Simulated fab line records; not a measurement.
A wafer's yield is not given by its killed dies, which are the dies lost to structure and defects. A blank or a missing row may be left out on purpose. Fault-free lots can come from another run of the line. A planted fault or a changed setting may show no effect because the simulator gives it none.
Matching of chambers + flow n5Finfet + N5_BEOL_M0_STRIP_142 on rieDiel-06: 4 sister chambers
The step strips in N2/H2, time 10 s. 7 wafers are shown with their chamber, then 8 later ones without.

## WAFERS PAIRED WITH THEIR CHAMBERS
| wafer  | chamber | drypumpMotorCurrentA (A) | throttleValvePct (%) |
|--------|---------|--------------------------|----------------------|
| L081.5 | 3       | 5.2                      | 23.5                 |
| L083.1 | 0       | 5.7                      | 23.2                 |
| L083.3 | 2       | 5.4                      | 23.4                 |
| L086.4 | 1       | 6.5                      | 24.1                 |
| L086.5 | 2       | 5.4                      | 23.5                 |
| L086.6 | 1       | 6.5                      | 24.1                 |
| L092.1 | 3       | 5.3                      | 23.5                 |

## WAFERS WITH NO CHAMBER GIVEN
| wafer  | drypumpMotorCurrentA (A) | throttleValvePct (%) |
|--------|--------------------------|----------------------|
| L092.4 | 5.4                      | 23.5                 |
| L092.5 | 5.4                      | 23.5                 |
| L091.1 | 5.3                      | 23.5                 |
| L091.3 | 5.4                      | 23.5                 |
| L091.4 | 5.3                      | 23.5                 |
| L093.1 | 5.4                      | 23.5                 |
| L093.4 | 5.3                      | 23.5                 |
| L093.5 | 5.7                      | 23.3                 |

## WHICH CHAMBER EACH ONE RAN IN
| wafer  | from the rows above     | in truth |
|--------|-------------------------|----------|
| L092.4 | 2                       | 2        |
| L092.5 | 2                       | 2        |
| L091.1 | can't be placed: 3 or 2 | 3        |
| L091.3 | 2                       | 2        |
| L091.4 | can't be placed: 3 or 2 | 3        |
| L093.1 | 2                       | 2        |
| L093.4 | can't be placed: 3 or 2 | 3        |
| L093.5 | 0                       | 0        |
Correctly placed: 5 of 8. These rows do not allow placing 3 (true chamber among the candidates in 3). Number placed wrongly: 0.
How it was worked out, from the rows above alone: a wafer's distance from a chamber is the root of the sum, over the readings, of the square of ((its reading less the chamber's mean) divided by the reading's scatter). If the next closest chamber is less than 2 further off than the closest, the wafer can't be placed; otherwise it belongs to the closest. Each chamber's mean is taken over the wafers shown for it. The scatter: take each reading less its chamber's mean, square it, sum over the shown wafers, divide by the number of wafers less the number of chambers, and take the root.
